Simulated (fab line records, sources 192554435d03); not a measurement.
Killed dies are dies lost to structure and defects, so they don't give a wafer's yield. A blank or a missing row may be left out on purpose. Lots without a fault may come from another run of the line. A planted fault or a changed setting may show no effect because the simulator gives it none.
fab line records | flow n5_finfet | part 2 of 2: steps 26 to 32 of 32
record lots=5 wafers=15 last_day=18
route steps=1938 shown BEOL_M1@834 BEOL_M2@841
lots that met no fault: from a run of the same line without faults
start_h: hours from the record's first day to the start of the lot's first wafer shown | wait_h: hours since the lot's step before | " the same as in the row above | L1.1+2: a row that stands for several wafers | - no value, or no start given | * or withheld: withheld | < > ~ a bound
route shown NAME@n: a module of which the file shows steps, and the number in the route of the first | usual: mean/standard deviation of fault-free wafers | same: alike in all rows | chamber/n: place in a boat | sites: the reading at each site | _std_site: their standard deviation | _edge_site: outer sites' mean less inner sites' | radius_mm: how far each site lies from the wafer's centre | mask NAME#n: copy n | behind: the tool/chamber that last shaped the wafer | hold: why the lot was held/for how many hours/how that ended | device: the transistor (n, p or np) that didn't switch | end of line: the same wafers' tests at the end of the route | a step without rows: its recipe alone | killed: dies lost to structure and defects at the first sort, not the wafer's yield | map: a wafer's dies, x killed, . not, _ none there
set.NAME: the setting as run; set.NAME@STEP: as run at that earlier step | model.NAME: the simulator's own value behind a step, which no gauge read
lots at some steps of the route; a table a step, a row a wafer
services: from which hour (start_h, from the record's first day; less than 0 if before it) a tool's chamber was out of use, for how many hours, and why
## steps
# step N5_BEOL_M2_ETCH_63
# recipe chemistry=CF4 target=SiARC target_depth_a=156 mask_material=CAR-EUV time_s=26 ion_energy_ev=80 pressure_mtorr=40 source_w=545 bias_w=36 Ar_flow_sccm=100 cf4_flow_sccm=100 ends=cleared
# usual drypump_motor_current_A=5.51/0.27 etch_rf_on_time_s=25.5/0.67 oes_product_au=0.69/0.077 rf_vpp_V=183.7/1.2 showerhead_plenum_p_Torr=2.11/0.073 throttle_valve_pct=15.64/0.24
# columns lot.wafer tool chamber start_h wait_h drypump_motor_current_A etch_rf_on_time_s oes_product_au rf_hours_counter_h rf_vpp_V showerhead_plenum_p_Torr throttle_valve_pct
L082.2 rie_diel-01 2 199.70 0.0 5.93 25.0 0.72 88 183.2 2.16 15.79
L082.3 " 1 " " 5.10 24.7 0.72 82 185.9 2.17 15.55
L082.6 " 1 " " 5.10 24.6 0.72 - 181.9 2.17 15.56
L084.1 rie_diel-02 2 204.38 0.0 5.79 25.9 0.79 13 184.0 2.19 15.33
L084.5 " 0 " " 5.47 25.4 0.59 - 181.5 2.04 15.74
L084.6 " 1 " " 4.93 25.0 0.85 - 182.4 2.12 15.34
L091.1 rie_diel-02 1 229.40 0.0 4.92 24.6 0.84 12 185.0 2.12 15.37
L091.3 " 0 " " 5.44 25.1 0.60 217 182.9 2.04 15.74
L091.5 " 0 " " 5.42 25.0 0.60 - 182.0 2.04 15.75
L092.1 rie_diel-02 2 248.20 0.0 5.81 25.7 0.75 27 184.8 2.19 15.36
L092.4 " 1 " " 4.92 24.8 0.82 19 182.8 2.12 15.39
L092.5 " 3 " " 5.40 27.1 0.62 - 183.0 2.05 15.98
L097.1 rie_diel-02 3 292.20 0.0 5.37 27.1 0.61 196 184.3 2.05 16.01
L097.2 " 1 " " 4.92 25.1 0.78 33 184.6 2.11 15.41
L097.6 " 0 " " 5.41 25.6 0.57 - 184.1 2.04 15.79
# step N5_BEOL_M2_ETCH_64
# recipe chemistry=N2/H2 target=SOC target_depth_a=750 overetch_a=225 mask_material=SiARC temp_c=40 time_s=121.9 ion_energy_ev=200 pressure_mtorr=30 source_w=840 bias_w=150 n2_flow_sccm=200 h2_flow_sccm=200
# usual drypump_motor_current_A=5.52/0.27 oes_product_au=0.60/0.063 rf_vpp_V=522.6/2.8 showerhead_plenum_p_Torr=2.50/0.095 throttle_valve_pct=17.82/0.25
# columns lot.wafer tool chamber start_h wait_h drypump_motor_current_A oes_product_au rf_hours_counter_h rf_vpp_V showerhead_plenum_p_Torr throttle_valve_pct
L082.2 rie_diel-01 2 199.73 0.0 5.93 0.62 88 524.8 2.57 18.03
L082.3 " 1 " " 5.12 0.63 82 525.1 2.57 17.86
L082.6 " 1 " " 5.11 0.63 - 524.9 2.57 17.87
L084.1 rie_diel-02 2 204.41 0.0 5.80 0.70 13 526.2 2.59 17.52
L084.5 " 0 " " 5.44 0.53 - 519.4 2.41 17.90
L084.6 " 1 " " 4.91 0.74 - 522.0 2.49 17.38
L091.1 rie_diel-02 1 229.43 0.0 4.93 0.72 12 523.1 2.48 17.38
L091.3 " 0 " " 5.42 0.52 217 520.4 2.41 17.93
L091.5 " 0 " " 5.42 0.52 - 519.8 2.41 17.92
L092.1 rie_diel-02 2 248.23 0.0 5.82 0.67 27 526.0 2.59 17.56
L092.4 " 1 " " 4.92 0.72 19 522.2 2.48 17.41
L092.5 " 3 " " 5.40 0.56 - 520.4 2.42 18.24
L097.1 rie_diel-02 3 292.23 0.0 5.39 0.55 196 520.6 2.42 18.29
L097.2 " 1 " " 4.94 0.69 33 522.3 2.48 17.43
L097.6 " 0 " " 5.45 0.51 - 518.6 2.40 17.94
# step N5_BEOL_M2_STRIP_65
# recipe chemistry=N2/H2 temp_c=40 n2_flow_sccm=200 h2_flow_sccm=200 rf_frequency_hz=6e+07
# columns lot.wafer tool chamber start_h wait_h
L082.2+3+6 rie_diel-01 2,1,1 199.84 0.1
L084.1+5+6 rie_diel-02 2,0,1 204.52 0.1
L091.1+3+5 rie_diel-02 1,0,0 229.54 0.1
L092.1+4+5 rie_diel-02 2,1,3 248.34 0.1
L097.1+2+6 rie_diel-02 3,1,0 292.34 0.1
# step N5_BEOL_M2_STRIP_75
# recipe chemistry=N2/H2 temp_c=40 n2_flow_sccm=200 h2_flow_sccm=200 rf_frequency_hz=6e+07
# columns lot.wafer tool chamber start_h wait_h
L082.2+3+6 rie_diel-01 2,1,1 199.85 0.0
L084.1+5+6 rie_diel-02 2,0,1 204.53 0.0
L091.1+3+5 rie_diel-02 1,0,0 229.55 0.0
L092.1+4+5 rie_diel-02 2,1,3 248.35 0.0
L097.1+2+6 rie_diel-02 3,1,0 292.35 0.0
# step N5_BEOL_M2_STRIP_66
# recipe chemistry=CF4 resist=SiARC power_w=300 bias_power_w=75 pressure_mtorr=50 cf4_flow_sccm=150 rf_frequency_hz=6e+07
# usual drypump_motor_current_A=5.51/0.27 oes_product_au=0.79/0.082 rf_vpp_V=270.5/1.5 showerhead_plenum_p_Torr=1.77/0.061 throttle_valve_pct=13.60/0.25
# columns lot.wafer tool chamber start_h wait_h drypump_motor_current_A oes_product_au rf_hours_counter_h rf_vpp_V showerhead_plenum_p_Torr throttle_valve_pct
L082.2 rie_diel-01 2 199.86 0.0 5.91 0.81 88 271.9 1.81 13.78
L082.3 " 1 " " 5.10 0.82 82 270.5 1.81 13.46
L082.6 " 1 " " 5.09 0.82 - 272.7 1.81 13.47
L084.1 rie_diel-02 2 204.54 0.0 5.80 0.91 13 272.0 1.83 13.25
L084.5 " 0 " " 5.44 0.68 - 267.7 1.72 13.70
L084.6 " 1 " " 4.91 0.96 - 269.8 1.78 13.29
L091.1 rie_diel-02 1 229.56 0.0 4.91 0.94 12 270.7 1.78 13.33
L091.3 " 0 " " 5.43 0.67 217 270.6 1.71 13.73
L091.5 " 0 " " 5.47 0.67 - 269.1 1.71 13.72
L092.1 rie_diel-02 2 248.36 0.0 5.79 0.88 27 270.4 1.83 13.28
L092.4 " 1 " " 4.92 0.92 19 270.5 1.78 13.33
L092.5 " 3 " " 5.39 0.73 - 268.8 1.71 13.91
L097.1 rie_diel-02 3 292.36 0.0 5.37 0.72 196 268.7 1.70 13.94
L097.2 " 1 " " 4.92 0.89 33 270.8 1.77 13.36
L097.6 " 0 " " 5.40 0.67 - 268.3 1.71 13.79
# step N5_BEOL_M2_HM_OPEN_17
# recipe chemistry=Cl2/BCl3 target_depth_a=200 overetch_a=60 target=TiN mask_material=SOC ion_energy_ev=150 pressure_mtorr=10 icp_w=1000 bias_w=126 Cl2_flow_sccm=53.25 bcl3_flow_sccm=21.75 Ar_flow_sccm=25
# usual drypump_motor_current_A=5.9/0.55 oes_ar_750_au=0.74/0.079 oes_product_au=0.65/0.069 throttle_valve_pct=22.24/0.2
# columns lot.wafer tool chamber start_h wait_h drypump_motor_current_A oes_ar_750_au oes_product_au rf_hours_counter_h throttle_valve_pct
L082.2 rie_metal-01 1 199.90 0.0 5.9 0.60 0.53 105 22.34
L082.3 " 1 " " 5.9 0.60 0.53 - 22.33
L082.6 " 1 " " 5.9 0.60 0.53 - 22.35
L084.1 rie_metal-03 0 204.58 0.0 5.8 0.77 0.69 41 22.53
L084.5 " 0 " " 5.8 0.77 0.69 - 22.52
L084.6 " 1 " " 6.7 0.79 0.72 - 22.17
L091.1 rie_metal-02 1 229.60 0.0 6.1 0.76 0.66 43 21.98
L091.3 " 1 " " 6.1 0.76 0.65 - 21.97
L091.5 " 1 " " 6.1 0.76 0.65 - 21.98
L092.1 rie_metal-01 0 248.40 0.0 4.9 0.71 0.60 81 22.05
L092.4 " 1 " " 5.9 0.60 0.52 - 22.34
L092.5 " 0 " " 4.9 0.70 0.61 - 22.05
L097.1 rie_metal-01 1 292.40 0.0 5.9 0.59 0.53 112 22.32
L097.2 " 0 " " 4.9 0.70 0.59 84 22.06
L097.6 " 0 " " 4.9 0.69 0.59 - 22.04
# step N5_BEOL_M2_STRIP_19
# recipe chemistry=O2 power_w=400 temp_c=40 pressure_mtorr=30 rf_frequency_hz=6e+07 bias_power_w=0 overash_fraction=0.2 o2_flow_sccm=225
# usual drypump_motor_current_A=5.53/0.25 o2_flow_sccm=225.0/0.75 oes_product_au=0.79/0.084 rf_vpp_V=3.7/0.48 showerhead_plenum_p_Torr=2.05/0.093 throttle_valve_pct=16.77/0.23
# columns lot.wafer tool chamber start_h wait_h drypump_motor_current_A o2_flow_sccm oes_product_au rf_hours_counter_h rf_vpp_V showerhead_plenum_p_Torr throttle_valve_pct
L082.2 rie_diel-01 3 200.01 0.1 5.43 224.4 0.74 183 3.7 2.09 16.37
L082.3 " 0 " " 5.47 223.4 0.97 6 3.8 2.08 16.50
L082.6 " 2 " " 5.94 225.2 0.84 - 3.4 2.13 16.96
L084.1 rie_diel-02 3 204.70 0.1 5.39 224.3 0.73 168 4.8 2.03 17.18
L084.5 " 1 " " 4.92 226.1 0.98 - 3.7 2.05 16.32
L084.6 " 0 " " 5.45 223.7 0.68 - 3.1 2.00 16.77
L091.1 rie_diel-02 1 229.80 0.2 4.91 225.3 0.95 13 3.0 2.05 16.31
L091.3 " 3 " " 5.39 223.6 0.74 176 3.9 2.03 17.19
L091.5 " 2 " " 5.79 224.1 0.90 - 3.6 2.14 16.37
L092.1 rie_diel-03 0 248.76 0.3 5.54 224.1 0.77 118 3.2 2.20 17.05
L092.4 " 3 " " 5.72 225.7 0.85 53 4.7 2.06 16.71
L092.5 " 0 " " 5.54 225.2 0.78 - 4.4 2.20 17.05
L097.1 rie_diel-03 1 292.53 0.1 5.67 223.8 0.72 166 3.4 2.00 16.82
L097.2 " 3 " " 5.78 225.9 0.83 69 3.2 2.06 16.74
L097.6 " 0 " " 5.59 225.0 0.75 - 4.0 2.20 17.07
## services
# columns tool chamber start_h hours kind
rie_metal-02 0 175.69 26.6 repair
euv_scanner-01 - 178.82 0.8 repair
cvd_co-01 2 185.74 2.8 repair
pvd_sputter-01 - 188.53 1.3 repair
pecvd-03 - 191.15 0.3 repair
rie_diel-03 3 201.09 8.5 repair
rie_diel-01 1 205.35 2.7 repair
euv_scanner-02 - 217.17 2.5 repair
euv_scanner-01 - 220.41 1.0 pm
rie_metal-01 - 222.61 0.1 repair
euv_scanner-02 - 230.15 1.0 pm
euv_scanner-01 - 231.86 6.2 pm
rie_diel-01 3 237.65 3.0 repair
pecvd-01 2 241.33 7.7 repair
euv_scanner-01 - 243.01 4.6 pm
euv_scanner-01 - 252.69 0.4 repair
rie_diel-01 2 253.64 4.9 repair
pecvd-03 - 258.74 2.8 pm
rie_metal-01 - 271.59 2.8 pm
euv_scanner-01 - 276.56 1.0 pm
litho_track-03 - 281.34 - consumable_replace:filter
euv_scanner-02 - 286.30 1.0 pm
pecvd-04 0 291.15 4.5 repair
pvd_sputter-01 - 291.75 1.0 repair
